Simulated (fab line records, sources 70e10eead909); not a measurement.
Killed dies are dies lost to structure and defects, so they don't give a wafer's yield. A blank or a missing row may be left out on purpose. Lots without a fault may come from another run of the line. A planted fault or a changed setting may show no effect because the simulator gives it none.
Tool commonality check | flow nand_harc | 13 lots, 39 wafers sampled

WHY IT WAS OPENED
At NHARC_A_ONON_D2_THK_MEAS_21 the reading thk_nm is flagged on 1 of 13 lots. Wafers without a fault read 999 nm, standard deviation 10.
Rule: a lot is flagged when every wafer of it that has a number lies more than 4 standard deviations from that mean, or none has a number. The other lots count as sound.

lot  | measured     | on            | thk_nm (nm), wafer by wafer | flag
L569 | day 13 01:54 | film_metro-01 | 1006 1007 1007              |
L568 | day 13 01:54 | film_metro-02 | 995 995 996                 |
L570 | day 13 20:25 | film_metro-02 | 999 998 999                 |
L578 | day 17 03:19 | film_metro-01 | 625 624 623                 | FLAGGED
L580 | day 17 18:36 | film_metro-02 | 1008 1008 1007              |
L582 | day 18 18:04 | film_metro-02 | 985 983 983                 |
L584 | day 19 21:32 | film_metro-01 | 990 991 992                 |
L585 | day 20 07:11 | film_metro-02 | 985 985 985                 |
L587 | day 20 13:23 | film_metro-02 | 1009 1010 1010              |
L588 | day 21 11:40 | film_metro-02 | 987 986 988                 |
L589 | day 21 11:40 | film_metro-01 | 989 988 989                 |
L590 | day 22 02:39 | film_metro-01 | 1004 1002 1002              |
L591 | day 22 15:41 | film_metro-02 | 1016 1017 1018              |
The numbers of the flagged lots are 624 nm on average: -375 nm against the usual, or -38 standard deviations.

WHICH TOOL RAN EACH LOT
The record holds 3 process steps before the reading, out of a route of 1302 steps. In each cell: the tool, then ch and the chambers that the sampled wafers went through, then the start.
lot  | flag    | NHARC_A_CHANNEL_FILL_D1_ALD_15                 | NHARC_A_CHANNEL_FILL_D1_ETCHBACK_20 | NHARC_A_ONON_D2_DEP_19
L569 |         | ald_sin_batch-03 ch 0, day 10 07:02 or earlier | rie_diel-06 ch 1,2,3, day 10 07:02  | pecvd_onon-02 ch 0, day 13 01:23
L568 |         | ald_sin_batch-01 ch 0, day 10 02:41 or earlier | rie_diel-04 ch 1,2,3, day 10 02:41  | pecvd_onon-04 ch 0, day 13 01:23
L570 |         | ald_sin_batch-02 ch 0, day 10 22:03 or earlier | rie_diel-06 ch 0,2,3, day 10 22:03  | pecvd_onon-04 ch 0, day 13 19:58
L578 | FLAGGED | ald_sin_batch-03 ch 0, day 14 03:47 or earlier | rie_diel-04 ch 0,2,3, day 14 03:47  | pecvd_onon-04 ch 0, day 17 02:52
L580 |         | ald_sin_batch-02 ch 0, day 14 19:06 or earlier | rie_diel-05 ch 0,2,3, day 14 19:06  | pecvd_onon-03 ch 0, day 17 18:08
L582 |         | ald_sin_batch-03 ch 0, day 15 22:24 or earlier | rie_diel-06 ch 1,2,3, day 15 22:24  | pecvd_onon-02 ch 0, day 18 17:41
L584 |         | ald_sin_batch-03 ch 0, day 16 18:13 or earlier | rie_diel-04 ch 0,2,3, day 16 18:13  | pecvd_onon-02 ch 0, day 19 21:01
L585 |         | ald_sin_batch-02 ch 0, day 17 08:56 or earlier | rie_diel-05 ch 2,3, day 17 08:56    | pecvd_onon-03 ch 0, day 20 06:43
L587 |         | ald_sin_batch-03 ch 0, day 17 17:56 or earlier | rie_diel-04 ch 0,1,2, day 17 17:56  | pecvd_onon-02 ch 0, day 20 12:56
L588 |         | ald_sin_batch-03 ch 0, day 18 08:26 or earlier | rie_diel-05 ch 0,1,3, day 18 08:26  | pecvd_onon-03 ch 0, day 21 11:09
L589 |         | ald_sin_batch-03 ch 0, day 18 14:07 or earlier | rie_diel-05 ch 2,3, day 18 14:07    | pecvd_onon-04 ch 0, day 21 11:16
L590 |         | ald_sin_batch-02 ch 0, day 19 02:11 or earlier | rie_diel-05 ch 1,2, day 19 02:11    | pecvd_onon-04 ch 0, day 22 02:08
L591 |         | ald_sin_batch-01 ch 0, day 19 07:52 or earlier | rie_diel-04 ch 0,1,2, day 19 07:52  | pecvd_onon-02 ch 0, day 22 15:14
What these steps do:
- NHARC_A_CHANNEL_FILL_D1_ALD_15: deposits SiNx, target thk 2 nm, pulse time 60 s, ald cycles 19.
- NHARC_A_CHANNEL_FILL_D1_ETCHBACK_20: etches the open film in C4F8/O2/Ar, target depth 27 nm, time 13.5 s.
- NHARC_A_ONON_D2_DEP_19: target thk 1000 nm.
- NHARC_A_ONON_D2_THK_MEAS_21: measures by ellipsometry.

FLAGGED OVER TOTAL, TOOL BY TOOL (the gauges that took the reading come last)
step                                | tool             | lots run | flagged | share of the flagged lots | sound lots run after its first flagged lot
NHARC_A_CHANNEL_FILL_D1_ALD_15      | ald_sin_batch-01 | 2        | 0       | none                      | -
NHARC_A_CHANNEL_FILL_D1_ALD_15      | ald_sin_batch-02 | 4        | 0       | none                      | -
NHARC_A_CHANNEL_FILL_D1_ALD_15      | ald_sin_batch-03 | 7        | 1       | all                       | 5 (L582,L584,L587,L588,L589)
NHARC_A_CHANNEL_FILL_D1_ETCHBACK_20 | rie_diel-04      | 5        | 1       | all                       | 3 (L584,L587,L591)
NHARC_A_CHANNEL_FILL_D1_ETCHBACK_20 | rie_diel-05      | 5        | 0       | none                      | -
NHARC_A_CHANNEL_FILL_D1_ETCHBACK_20 | rie_diel-06      | 3        | 0       | none                      | -
NHARC_A_ONON_D2_DEP_19              | pecvd_onon-02    | 5        | 0       | none                      | -
NHARC_A_ONON_D2_DEP_19              | pecvd_onon-03    | 3        | 0       | none                      | -
NHARC_A_ONON_D2_DEP_19              | pecvd_onon-04    | 5        | 1       | all                       | 2 (L589,L590)
NHARC_A_ONON_D2_THK_MEAS_21         | film_metro-01    | 5        | 1       | all                       | 3 (L584,L589,L590)
NHARC_A_ONON_D2_THK_MEAS_21         | film_metro-02    | 8        | 0       | none                      | -
NHARC_A_CHANNEL_FILL_D1_ALD_15 gives no start for some lots, so the hours and the order of its lots are those of NHARC_A_CHANNEL_FILL_D1_ETCHBACK_20.

WHAT THE TABLE ALLOWS
4 rows of the table ran every flagged lot: ald_sin_batch-03 at NHARC_A_CHANNEL_FILL_D1_ALD_15, rie_diel-04 at NHARC_A_CHANNEL_FILL_D1_ETCHBACK_20, pecvd_onon-04 at NHARC_A_ONON_D2_DEP_19, film_metro-01 at NHARC_A_ONON_D2_THK_MEAS_21.
- ald_sin_batch-03 at NHARC_A_CHANNEL_FILL_D1_ALD_15: 1 of its 7 lots flagged. Sound lots ran on it after the first flagged one (L582, L584, L587, L588, L589), which a lasting fault on the whole tool wouldn't allow.
- rie_diel-04 at NHARC_A_CHANNEL_FILL_D1_ETCHBACK_20: 1 of its 5 lots flagged. Sound lots ran on it after the first flagged one (L584, L587, L591), which a lasting fault on the whole tool wouldn't allow.
- pecvd_onon-04 at NHARC_A_ONON_D2_DEP_19: 1 of its 5 lots flagged. Sound lots ran on it after the first flagged one (L589, L590), which a lasting fault on the whole tool wouldn't allow.
- film_metro-01 at NHARC_A_ONON_D2_THK_MEAS_21: 1 of its 5 lots flagged. Sound lots ran on it after the first flagged one (L584, L589, L590), which a lasting fault on the whole tool wouldn't allow.
No row of the table ran every flagged lot and no sound lot after the first.

WHAT THE SIMULATOR HAD PUT IN
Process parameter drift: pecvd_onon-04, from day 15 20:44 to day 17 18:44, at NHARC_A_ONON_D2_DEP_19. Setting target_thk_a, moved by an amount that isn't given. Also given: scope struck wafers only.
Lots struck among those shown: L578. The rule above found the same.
